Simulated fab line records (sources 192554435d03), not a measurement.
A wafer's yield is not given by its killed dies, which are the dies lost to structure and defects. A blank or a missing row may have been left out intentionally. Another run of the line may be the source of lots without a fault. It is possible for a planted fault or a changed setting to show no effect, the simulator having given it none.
Split-lot trial + flow n5-finfet + 21 wafers read across 7 lots, on a route 1938 steps long

## SPLIT DETAILS
At N5_FIN_SAQP_ETCH_65 (etches SiO2 in CF4, target depth 4 nm, time 4.4 s), the setting time-s was moved away from the recipe's 4.4 s on 9 of the 21 wafers read, by -16.3% to +19.8%. The other wafers ran this setting at the recipe's value.

The split's own step is where the reading is taken.

## THE READING
etch.depth-nm (the simulator's own value, which no gauge read), in nm, at N5_FIN_SAQP_ETCH_65 (etches SiO2 in CF4, target depth 4 nm, time 4.4 s). The file does not state a usual value for it. Across the 12 wafers here that went through the recipe, the average is 4.023 nm and the standard deviation 0.044 nm.

| wafer  | tool, chamber at the split | time-s as run, s | against the recipe | etch.depth-nm, nm | against lot-mates on the recipe |
|--------|----------------------------|------------------|--------------------|-------------------|---------------------------------|
| L079.1 | rie-si-05, 3               | 4.4              | recipe             | 3.974             | -                               |
| L079.3 | rie-si-05, 1               | 5.069            | +15.2%             | 4.52              | +0.546                          |
| L079.6 | rie-si-05, 1               | 5.069            | +15.2%             | 4.542             | +0.568                          |
| L080.1 | rie-si-05, 1               | 4.4              | recipe             | 3.985             | -                               |
| L080.2 | rie-si-05, 3               | 4.4              | recipe             | 4.028             | -                               |
| L080.4 | rie-si-05, 0               | 3.878            | -11.9%             | 3.577             | -0.429                          |
| L082.3 | rie-si-03, 3               | 4.121            | -6.3%              | 3.81              | -0.258                          |
| L082.4 | rie-si-03, 0               | 4.4              | recipe             | 4.068             | -                               |
| L082.5 | rie-si-03, 1               | 4.121            | -6.3%              | 3.768             | -0.300                          |
| L083.2 | rie-si-03, 1               | 4.4              | recipe             | 4.025             | -                               |
| L083.3 | rie-si-03, 3               | 4.4              | recipe             | 4.021             | -                               |
| L083.6 | rie-si-03, 2               | 4.4              | recipe             | 3.97              | -                               |
| L090.3 | rie-si-03, 1               | 4.4              | recipe             | 4.032             | -                               |
| L090.5 | rie-si-03, 1               | 4.4              | recipe             | 4.079             | -                               |
| L090.6 | rie-si-03, 2               | 3.946            | -10.3%             | 3.589             | -0.467                          |
| L092.1 | rie-si-03, 3               | 4.4              | recipe             | 4.087             | -                               |
| L092.5 | rie-si-03, 3               | 5.272            | +19.8%             | 4.874             | +0.787                          |
| L092.6 | rie-si-03, 0               | 5.272            | +19.8%             | 4.859             | +0.772                          |
| L096.2 | rie-si-06, 1               | 3.682            | -16.3%             | 3.332             | -0.671                          |
| L096.3 | rie-si-06, 2               | 4.4              | recipe             | 4.06              | -                               |
| L096.6 | rie-si-06, 0               | 4.4              | recipe             | 3.947             | -                               |

THE FIT
A straight line over all 21 wafers: etch.depth-nm changes by +0.0396 nm for each +1% of time-s; r = +0.99; the points scatter about the line by 0.053 nm.
The same after taking each lot's own level away (the mean of its wafers on the recipe; 21 wafers): +0.0393 nm for each +1%; r = +1.00; scatter 0.033 nm.
According to that fit, moving time-s by its largest amount changes the reading by 0.78 nm.
Measured against the standard deviation above, the lots' own levels, which go from 3.9740 to 4.0870 nm, span 2.6 times it.
So the lot-to-lot level changes the slope little: the two slopes agree.
Check: for one of the wafers moved furthest among these (+19.8%), held out of the fit, the line's prediction against its lot-mates is +0.764 nm. Against them it came out at +0.787 nm.

## THE OTHER SPLITS THESE WAFERS WENT THROUGH
Other splits were also applied to these wafers ahead of the reading. Each is held against what the fit with the lots' levels taken away leaves over:
| other split on the same wafers            | wafers away from the commonest value | r with etch.depth-nm (lot level and that fit taken away) |
|-------------------------------------------|--------------------------------------|----------------------------------------------------------|
| N5_ZERO_LAYER_ETCH_18 icp-w               | 5                                    | +0.20                                                    |
| N5_WELL_APT_COAT_02 spin-rpm              | 6                                    | -0.17                                                    |
| N5_PMOS_HMC_CHANNEL_EPI_COAT_31 spin-rpm  | 8                                    | +0.03                                                    |
| N5_PMOS_HMC_CHANNEL_EPI_PEB_07 peb-temp-c | 6                                    | -0.19                                                    |

## FILE'S OWN FIT
etch.depth-nm changes by +0.0395 nm for each +1% of time-s, r = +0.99.
